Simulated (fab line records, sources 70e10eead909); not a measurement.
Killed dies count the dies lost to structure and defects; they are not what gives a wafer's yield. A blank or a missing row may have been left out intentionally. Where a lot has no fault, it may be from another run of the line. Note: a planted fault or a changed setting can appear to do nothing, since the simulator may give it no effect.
The tool behind it: which one? / flow nand-harc / 14 lots with 42 wafers sampled at 5 steps, on a route of 1159 steps

== WHAT THE GAUGES SHOWED, per wafer ==
NHARC_A_ZERO_WELL_INSPECT_17. Usual: raw-defect-count at 11, with a standard deviation of 5.3.
lot=L866; measured=day 6 20:40; on=defect-inspect-01; raw-defect-count=8 8 13; flag=
lot=L865; measured=day 7 02:21; on=defect-inspect-01; raw-defect-count=11 9 23; flag=
lot=L873; measured=day 8 18:50; on=defect-inspect-01; raw-defect-count=10 7 5; flag=
lot=L874; measured=day 8 20:11; on=defect-inspect-01; raw-defect-count=6 15 7; flag=
lot=L880; measured=day 9 22:11; on=defect-inspect-01; raw-defect-count=14 22 15; flag=
lot=L876; measured=day 10 00:50; on=defect-inspect-01; raw-defect-count=9 14 22; flag=
lot=L879; measured=day 10 05:56; on=defect-inspect-02; raw-defect-count=16 14 6; flag=
lot=L878; measured=day 10 06:06; on=defect-inspect-02; raw-defect-count=17 21 5; flag=
lot=L882; measured=day 10 19:29; on=defect-inspect-01; raw-defect-count=7 13 7; flag=
lot=L883; measured=day 11 05:44; on=defect-inspect-02; raw-defect-count=16 14 8; flag=
lot=L885; measured=day 11 05:55; on=defect-inspect-01; raw-defect-count=8 5 6; flag=
lot=L884; measured=day 11 07:32; on=defect-inspect-01; raw-defect-count=22 11 10; flag=
lot=L887; measured=day 11 19:59; on=defect-inspect-01; raw-defect-count=16 11 5; flag=
lot=L888; measured=day 12 12:28; on=defect-inspect-01; raw-defect-count=15 10 6; flag=

NHARC_A_SOURCE_PLATE_THK_MEAS_06: measures by ellipsometry. Usual: thk-nm at 200.1 nm, with a standard deviation of 2.3.
lot=L866; measured=day 7 16:51; on=film-metro-02; thk-nm (nm)=199.3 200.4 198.4; flag=
lot=L865; measured=day 8 00:55; on=film-metro-01; thk-nm (nm)=200.9 201.7 200.8; flag=
lot=L873; measured=day 9 19:32; on=film-metro-02; thk-nm (nm)=202.1 200.9 198.4; flag=
lot=L874; measured=day 9 19:32; on=film-metro-02; thk-nm (nm)=199.5 198.3 198.7; flag=
lot=L880; measured=day 10 18:06; on=film-metro-01; thk-nm (nm)=197.0 198.4 202.2; flag=
lot=L876; measured=day 10 18:07; on=film-metro-02; thk-nm (nm)=201.4 200.2 201.0; flag=
lot=L879; measured=day 11 02:28; on=film-metro-02; thk-nm (nm)=198.9 201.5 201.0; flag=
lot=L878; measured=day 11 02:29; on=film-metro-01; thk-nm (nm)=204.7 203.0 200.4; flag=
lot=L882; measured=day 11 19:25; on=film-metro-02; thk-nm (nm)=199.0 197.5 199.4; flag=
lot=L883; measured=day 12 06:00; on=film-metro-02; thk-nm (nm)=202.0 200.2 199.0; flag=
lot=L885; measured=day 12 06:00; on=film-metro-01; thk-nm (nm)=205.7 205.9 201.4; flag=
lot=L884; measured=day 12 06:01; on=film-metro-01; thk-nm (nm)=203.9 202.8 201.8; flag=
lot=L887; measured=day 12 15:52; on=film-metro-01; thk-nm (nm)=199.6 199.0 199.9; flag=
lot=L888; measured=day 13 13:10; on=film-metro-01; thk-nm (nm)=201.4 200.1 200.2; flag=

NHARC_A_ONON_D1_THK_MEAS_30: measures by ellipsometry. Usual: thk-nm at 1001 nm, with a standard deviation of 7.1.
lot=L866; measured=day 8 05:20; on=film-metro-01; thk-nm (nm)=1017 1017 1020; flag=
lot=L865; measured=day 8 14:01; on=film-metro-02; thk-nm (nm)=996 995 998; flag=
lot=L873; measured=day 10 07:49; on=film-metro-02; thk-nm (nm)=1000 1001 1000; flag=
lot=L874; measured=day 10 07:55; on=film-metro-01; thk-nm (nm)=608 606 607; flag=OFF
lot=L880; measured=day 11 07:28; on=film-metro-01; thk-nm (nm)=1005 1008 1006; flag=
lot=L876; measured=day 11 07:19; on=film-metro-02; thk-nm (nm)=596 597 598; flag=OFF
lot=L879; measured=day 11 14:54; on=film-metro-01; thk-nm (nm)=1012 1013 1011; flag=
lot=L878; measured=day 11 14:56; on=film-metro-02; thk-nm (nm)=1002 1001 1002; flag=
lot=L882; measured=day 12 10:23; on=film-metro-02; thk-nm (nm)=992 992 993; flag=
lot=L883; measured=day 12 18:50; on=film-metro-02; thk-nm (nm)=1004 1005 1005; flag=
lot=L885; measured=day 12 18:56; on=film-metro-02; thk-nm (nm)=1010 1009 1008; flag=
lot=L884; measured=day 12 19:18; on=film-metro-02; thk-nm (nm)=1006 1006 1006; flag=
lot=L887; measured=day 13 04:25; on=film-metro-01; thk-nm (nm)=996 995 995; flag=
lot=L888; measured=day 14 04:32; on=film-metro-02; thk-nm (nm)=1009 1008 1009; flag=

NHARC_END_SORT_01. Usual: killed-at-array 27, standard deviation 10; killed-at-other 0.6, standard deviation 0.96; killed-at-periphery 3.4, standard deviation 2.7; killed-dies 31, standard deviation 10; killed-open 2.9, standard deviation 1.8; killed-short 1.8, standard deviation 1.4.
lot=L874; measured=day 21 22:05; on=prober-02; killed-at-array=676 673 674; killed-at-other=0 1 0; killed-at-periphery=1 3 3; killed-dies=677 677 677; killed-open=6 2 5; killed-short=1 1 1; flag=OFF
lot=L876; measured=day 22 13:23; on=prober-02; killed-at-array=676 675 677; killed-at-other=0 0 0; killed-at-periphery=1 2 0; killed-dies=677 677 677; killed-open=0 3 3; killed-short=6 1 1; flag=OFF

== WHAT TOOL EACH LOT RAN ON (gives the tool, then ch and the chambers of the sampled wafers, and finally the start) ==
lot=L866; NHARC_A_ONON_D1_DEP_28=pecvd-onon-02 ch 0, day 8 04:56
lot=L865; NHARC_A_ONON_D1_DEP_28=pecvd-onon-01 ch 0, day 8 13:36
lot=L873; NHARC_A_ONON_D1_DEP_28=pecvd-onon-01 ch 0, day 10 07:18
lot=L874; NHARC_A_ONON_D1_DEP_28=pecvd-onon-03 ch 0, day 10 07:28
lot=L880; NHARC_A_ONON_D1_DEP_28=pecvd-onon-02 ch 0, day 11 07:01
lot=L876; NHARC_A_ONON_D1_DEP_28=pecvd-onon-03 ch 0, day 11 06:49
lot=L879; NHARC_A_ONON_D1_DEP_28=pecvd-onon-02 ch 0, day 11 14:23
lot=L878; NHARC_A_ONON_D1_DEP_28=pecvd-onon-01 ch 0, day 11 14:32
lot=L882; NHARC_A_ONON_D1_DEP_28=pecvd-onon-01 ch 0, day 12 09:56
lot=L883; NHARC_A_ONON_D1_DEP_28=pecvd-onon-01 ch 0, day 12 18:29
lot=L885; NHARC_A_ONON_D1_DEP_28=pecvd-onon-02 ch 0, day 12 18:26
lot=L884; NHARC_A_ONON_D1_DEP_28=pecvd-onon-02 ch 0, day 12 18:54
lot=L887; NHARC_A_ONON_D1_DEP_28=pecvd-onon-02 ch 0, day 13 03:58
lot=L888; NHARC_A_ONON_D1_DEP_28=pecvd-onon-02 ch 0, day 14 04:05
- NHARC_A_ONON_D1_DEP_28: target thk 1000 nm.

== WHAT THE TOOLS THEMSELVES READ (means of the sampled wafers that have a number; where no wafer has one, the mark that the record gives instead) ==
NHARC_A_ONON_D1_DEP_28. Usual: nh3-flow-sccm at 500.2 sccm, with a standard deviation of 1.4.
lot=L866; tool=pecvd-onon-02; nh3-flow-sccm (sccm)=499.0; flag=
lot=L865; tool=pecvd-onon-01; nh3-flow-sccm (sccm)=500.4; flag=
lot=L873; tool=pecvd-onon-01; nh3-flow-sccm (sccm)=499.9; flag=
lot=L874; tool=pecvd-onon-03; nh3-flow-sccm (sccm)=500.5; flag=
lot=L880; tool=pecvd-onon-02; nh3-flow-sccm (sccm)=500.7; flag=
lot=L876; tool=pecvd-onon-03; nh3-flow-sccm (sccm)=501.0; flag=
lot=L879; tool=pecvd-onon-02; nh3-flow-sccm (sccm)=501.6; flag=
lot=L878; tool=pecvd-onon-01; nh3-flow-sccm (sccm)=501.5; flag=
lot=L882; tool=pecvd-onon-01; nh3-flow-sccm (sccm)=497.8; flag=
lot=L883; tool=pecvd-onon-01; nh3-flow-sccm (sccm)=500.7; flag=
lot=L885; tool=pecvd-onon-02; nh3-flow-sccm (sccm)=499.7; flag=
lot=L884; tool=pecvd-onon-02; nh3-flow-sccm (sccm)=500.7; flag=
lot=L887; tool=pecvd-onon-02; nh3-flow-sccm (sccm)=500.7; flag=
lot=L888; tool=pecvd-onon-02; nh3-flow-sccm (sccm)=497.0; flag=

== THE ANSWER, worked out from the rows above alone ==
Rule: a lot is off if the mean of its wafers that have a number lies more than 3 standard deviations from the usual mean. A lot without any number at a reading at which 4 lots or more have one is off too. The other lots that the step has rows for count as sound. Order of review: gauges by route order, followed by the tools' own readings, for which a lot's mean as printed above is used. The first step at which some lot is off is used, and at that step the reading that is off furthest; a lot without a number counts as furthest.
Off at NHARC_A_ONON_D1_THK_MEAS_30 (thk-nm): L874, L876.
A tool fits if, at a process step before that reading, it ran every lot that is off, and no sound lot after the first of them. Not tried: the gauges at NHARC_A_ONON_D1_THK_MEAS_30; whatever is off there is also off at NHARC_END_SORT_01, on other tools, and gauge error can't account for it. One fits: pecvd-onon-03 at NHARC_A_ONON_D1_DEP_28. It ran no sound lot before its first lot that is off in this sample, so the start can't be narrowed down.

== WHAT HAD BEEN PUT IN BY THE SIMULATOR ==
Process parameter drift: pecvd-onon-03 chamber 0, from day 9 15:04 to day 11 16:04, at NHARC_A_ONON_D1_DEP_28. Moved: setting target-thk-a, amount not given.
Struck lots among those shown: L874, L876. This agrees with what the rule above found.
